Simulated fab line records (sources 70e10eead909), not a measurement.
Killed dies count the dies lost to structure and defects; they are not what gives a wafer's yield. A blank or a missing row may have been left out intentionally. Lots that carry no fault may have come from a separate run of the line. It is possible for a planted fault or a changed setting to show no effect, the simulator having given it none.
Check for tools in common / flow nandHarc / 11 lots, 39 wafers sampled

== WHY IT WAS OPENED ==
Flagged at NHARC_A_SLIT_INSPECT_11: reading rawDefectCount, on 2 of 11 lots. No-fault wafers: 54, standard deviation 28.
Rule: flag the lot when none of its wafers has a number, or when each of its wafers that has one lies beyond 4 standard deviations from that mean. The rest of the lots are taken to be sound.

lot=L825; measured=day 20 10:05; on=defectInspect-01; rawDefectCount, wafer by wafer=56 63 61; flag=
lot=L826; measured=day 20 16:59; on=defectInspect-01; rawDefectCount, wafer by wafer=63 70 73; flag=
lot=L829; measured=day 22 04:45; on=defectInspect-01; rawDefectCount, wafer by wafer=267 281 266 266 283 262; flag=FLAGGED
lot=L833; measured=day 23 07:09; on=defectInspect-02; rawDefectCount, wafer by wafer=350 324 346 346 326 341; flag=FLAGGED
lot=L838; measured=day 25 13:14; on=defectInspect-02; rawDefectCount, wafer by wafer=48 46 48; flag=
lot=L840; measured=day 26 12:11; on=defectInspect-01; rawDefectCount, wafer by wafer=57 70 68; flag=
lot=L841; measured=day 26 12:21; on=defectInspect-02; rawDefectCount, wafer by wafer=88 95 80; flag=
lot=L843; measured=day 27 12:55; on=defectInspect-02; rawDefectCount, wafer by wafer=58 46 67; flag=
lot=L844; measured=day 28 11:55; on=defectInspect-01; rawDefectCount, wafer by wafer=57 68 68; flag=
lot=L846; measured=day 29 00:00; on=defectInspect-01; rawDefectCount, wafer by wafer=56 58 54; flag=
lot=L847; measured=day 29 00:52; on=defectInspect-02; rawDefectCount, wafer by wafer=33 34 35; flag=
The mean of the flagged lots' numbers is 305, +251 from the usual (+9 standard deviations).

== WHICH TOOL RAN EACH LOT ==
The record holds 2 process steps before the reading, out of a route of 1302 steps. Each cell gives the tool, then ch followed by the chambers the sampled wafers passed through, then the start.
lot=L825; flag=; NHARC_A_STAIRCASE_ETCHBACK_422=rieDiel-01 ch 2,3, day 19 19:27; NHARC_A_SLIT_DEP_00=aclDep-02 ch 0, day 20 06:41
lot=L826; flag=; NHARC_A_STAIRCASE_ETCHBACK_422=rieDiel-02 ch 0,1,3, day 20 03:18; NHARC_A_SLIT_DEP_00=aclDep-01 ch 0, day 20 12:26
lot=L829; flag=FLAGGED; NHARC_A_STAIRCASE_ETCHBACK_422=rieDiel-10 ch 1,2,3, day 21 14:12; NHARC_A_SLIT_DEP_00=aclDep-02 ch 0, day 21 23:47
lot=L833; flag=FLAGGED; NHARC_A_STAIRCASE_ETCHBACK_422=rieDiel-10 ch 0,1, day 22 15:22; NHARC_A_SLIT_DEP_00=aclDep-02 ch 0, day 23 03:55
lot=L838; flag=; NHARC_A_STAIRCASE_ETCHBACK_422=rieDiel-10 ch 0,1,3, day 24 21:49; NHARC_A_SLIT_DEP_00=aclDep-03 ch 0, day 25 09:23
lot=L840; flag=; NHARC_A_STAIRCASE_ETCHBACK_422=rieDiel-01 ch 2,3, day 26 01:06; NHARC_A_SLIT_DEP_00=aclDep-03 ch 0, day 26 07:39
lot=L841; flag=; NHARC_A_STAIRCASE_ETCHBACK_422=rieDiel-02 ch 1,2, day 25 20:45; NHARC_A_SLIT_DEP_00=aclDep-01 ch 0, day 26 07:39
lot=L843; flag=; NHARC_A_STAIRCASE_ETCHBACK_422=rieDiel-10 ch 0,1, day 26 22:56; NHARC_A_SLIT_DEP_00=aclDep-02 ch 0, day 27 08:10
lot=L844; flag=; NHARC_A_STAIRCASE_ETCHBACK_422=rieDiel-10 ch 0,2,3, day 27 21:45; NHARC_A_SLIT_DEP_00=aclDep-02 ch 0, day 28 08:00
lot=L846; flag=; NHARC_A_STAIRCASE_ETCHBACK_422=rieDiel-02 ch 0,1,2, day 28 05:58; NHARC_A_SLIT_DEP_00=aclDep-01 ch 0, day 28 20:08
lot=L847; flag=; NHARC_A_STAIRCASE_ETCHBACK_422=rieDiel-10 ch 1,2,3, day 28 06:04; NHARC_A_SLIT_DEP_00=aclDep-02 ch 0, day 28 21:40
What the steps here do:
- NHARC_A_STAIRCASE_ETCHBACK_422: etches the open film in CH3F/O2, target depth 40 nm, time 74.286 s.
- NHARC_A_SLIT_DEP_00: deposits aC, target thk 6200 nm.
- NHARC_A_SLIT_INSPECT_11

== FLAGGED AGAINST TOTAL, ONE TOOL AT A TIME (gauges that did the reading follow at the end) ==
step=NHARC_A_STAIRCASE_ETCHBACK_422; tool=rieDiel-01; lots run=2; flagged=0; share of the flagged lots=none; sound lots run after its first flagged lot=-
step=NHARC_A_STAIRCASE_ETCHBACK_422; tool=rieDiel-02; lots run=3; flagged=0; share of the flagged lots=none; sound lots run after its first flagged lot=-
step=NHARC_A_STAIRCASE_ETCHBACK_422; tool=rieDiel-10; lots run=6; flagged=2; share of the flagged lots=all; sound lots run after its first flagged lot=4 (L838,L843,L844,L847)
step=NHARC_A_SLIT_DEP_00; tool=aclDep-01; lots run=3; flagged=0; share of the flagged lots=none; sound lots run after its first flagged lot=-
step=NHARC_A_SLIT_DEP_00; tool=aclDep-02; lots run=6; flagged=2; share of the flagged lots=all; sound lots run after its first flagged lot=3 (L843,L844,L847)
step=NHARC_A_SLIT_DEP_00; tool=aclDep-03; lots run=2; flagged=0; share of the flagged lots=none; sound lots run after its first flagged lot=-
step=NHARC_A_SLIT_INSPECT_11; tool=defectInspect-01; lots run=6; flagged=1; share of the flagged lots=some; sound lots run after its first flagged lot=3 (L840,L844,L846)
step=NHARC_A_SLIT_INSPECT_11; tool=defectInspect-02; lots run=5; flagged=1; share of the flagged lots=some; sound lots run after its first flagged lot=4 (L838,L841,L843,L847)

== WHAT IS ALLOWED BY THE TABLE ==
rieDiel-10 at NHARC_A_STAIRCASE_ETCHBACK_422 and aclDep-02 at NHARC_A_SLIT_DEP_00 are the 2 rows of the table that ran each flagged lot.
- rieDiel-10 at NHARC_A_STAIRCASE_ETCHBACK_422: 2 of its 6 lots flagged. Lots that were sound ran on it after the first flagged one (L838, L843, L844, L847); a persistent fault on the entire tool would not allow that.
- aclDep-02 at NHARC_A_SLIT_DEP_00: 2 of its 6 lots flagged. Lots that were sound ran on it after the first flagged one (L843, L844, L847); a persistent fault on the entire tool would not allow that.
No row of the table ran every flagged lot and no sound lot after the first.

== WHAT WAS PUT IN BY THE SIMULATOR ==
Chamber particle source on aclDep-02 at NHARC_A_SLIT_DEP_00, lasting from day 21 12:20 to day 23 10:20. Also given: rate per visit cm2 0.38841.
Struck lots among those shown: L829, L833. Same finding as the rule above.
